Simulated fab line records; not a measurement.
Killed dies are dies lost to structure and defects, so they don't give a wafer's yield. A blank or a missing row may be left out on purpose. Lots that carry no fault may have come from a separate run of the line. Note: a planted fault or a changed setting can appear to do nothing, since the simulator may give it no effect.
Which tool was responsible? ; flow n5Finfet ; 9 lots, 27 wafers sampled, at 1 step of a route of 1938

== WHAT THE GAUGES READ, wafer by wafer ==
N5_BEOL_M4_RC_MEAS_101. Usual: DIBL_N 35.3 mV/V, standard deviation 1.5; DIBL_P 35.3 mV/V, standard deviation 1.9; IOFF_N 0.145 nA/um, standard deviation 0.027; IOFF_P 0.20 nA/um, standard deviation 0.033; ION_N 670 uA/um, standard deviation 12; ION_P 462 uA/um, standard deviation 6.8; SS_N 71.3 mV/dec, standard deviation 0.6; SS_P 73.1 mV/dec, standard deviation 0.7; VT_N 251 mV, standard deviation 3.4; VT_P -251 mV, standard deviation 3.2.
lot;measured;on;DIBL_N (mV/V);DIBL_P (mV/V);IOFF_N (nA/um);IOFF_P (nA/um);ION_N (uA/um);ION_P (uA/um);SS_N (mV/dec);SS_P (mV/dec);VT_N (mV);VT_P (mV);flag
L829;day 8 14:43;prober-02;35.3 33.1 35.4;35.0 32.6 35.4;0.147 0.115 0.157;0.18 0.16 0.20;670 664 679;456 458 466;71.7 70.6 70.9;72.2 72.7 72.6;248 254 248;-254 -252 -247;
L837;day 10 07:54;prober-01;33.5 35.2 35.6;32.2 35.0 34.7;0.094 0.133 0.128;0.16 0.20 0.20;647 670 664;456 468 464;71.0 70.8 70.7;72.5 73.1 72.9;258 251 252;-253 -251 -253;
L832;day 10 14:03;prober-01;35.8 35.6 35.3;34.8 35.3 34.3;0.142 0.137 0.125;0.18 0.19 0.17;673 672 665;457 461 460;71.2 70.9 70.9;73.5 73.3 73.4;251 252 255;-254 -252 -255;
L843;day 11 19:53;prober-01;36.2 34.2 35.7;36.4 35.0 36.0;0.143 0.112 0.139;0.19 0.17 0.19;669 657 677;458 459 465;71.5 71.6 70.9;73.0 72.5 73.7;250 255 251;-252 -251 -252;
L842;day 11 22:42;prober-02;35.4 33.1 32.8;36.4 33.2 33.1;0.139 0.101 0.107;0.19 0.15 0.15;662 649 663;460 449 449;71.7 71.2 71.0;73.9 72.4 72.7;252 256 256;-250 -253 -255;
L846;day 13 03:14;prober-01;35.8 34.0 37.7;35.4 33.6 37.9;0.139 0.103 0.166;0.19 0.17 0.23;667 641 659;461 449 453;71.4 71.2 71.9;72.9 73.1 73.5;256 257 251;-252 -254 -252;
L847;day 13 08:16;prober-02;35.1 38.0 33.5;35.6 38.5 33.5;0.145 0.202 0.112;0.20 0.26 0.16;682 690 657;466 471 452;72.3 73.0 71.0;73.7 74.0 73.2;252 246 257;-250 -247 -255;
L848;day 13 14:29;prober-01;35.4 35.7 33.4;36.6 36.8 34.4;0.162 0.163 0.128;0.20 0.20 0.16;679 680 675;462 464 462;71.3 70.8 69.8;73.0 73.5 72.7;248 248 250;-253 -254 -256;
L850;day 13 16:16;prober-01;36.1 36.3 35.4;34.9 35.3 35.1;0.148 0.159 0.150;0.18 0.19 0.19;668 676 662;454 462 461;71.4 71.4 71.5;73.0 73.0 73.4;251 248 247;-255 -253 -252;

== WHAT TOOL EACH LOT RAN ON (gives the tool, then ch and the chambers of the sampled wafers, and finally the start) ==
Before these readings, the record contains no process step.

== WHAT THE TOOLS THEMSELVES READ (means of the sampled wafers that have a number; where no wafer has one, the mark that the record gives instead) ==
The record holds no such reading with a usual standard deviation.

== THE ANSWER, worked out from the rows above alone ==
Rule: a lot is off if the mean of its wafers that have a number lies more than 3 standard deviations from the usual mean. A lot without any number at a reading at which 4 lots or more have one is off too. Where the step has rows for the other lots, those lots are counted as sound. First the gauges in route order, then the tools' own readings, where a lot's mean is used as printed above. At the first step where some lot is off, the reading lying furthest off is the one used; lots without a number count as furthest.
Across all readings shown, no lot is off: no conclusion can be drawn from this.

== WHAT THE SIMULATOR HAD PUT IN ==
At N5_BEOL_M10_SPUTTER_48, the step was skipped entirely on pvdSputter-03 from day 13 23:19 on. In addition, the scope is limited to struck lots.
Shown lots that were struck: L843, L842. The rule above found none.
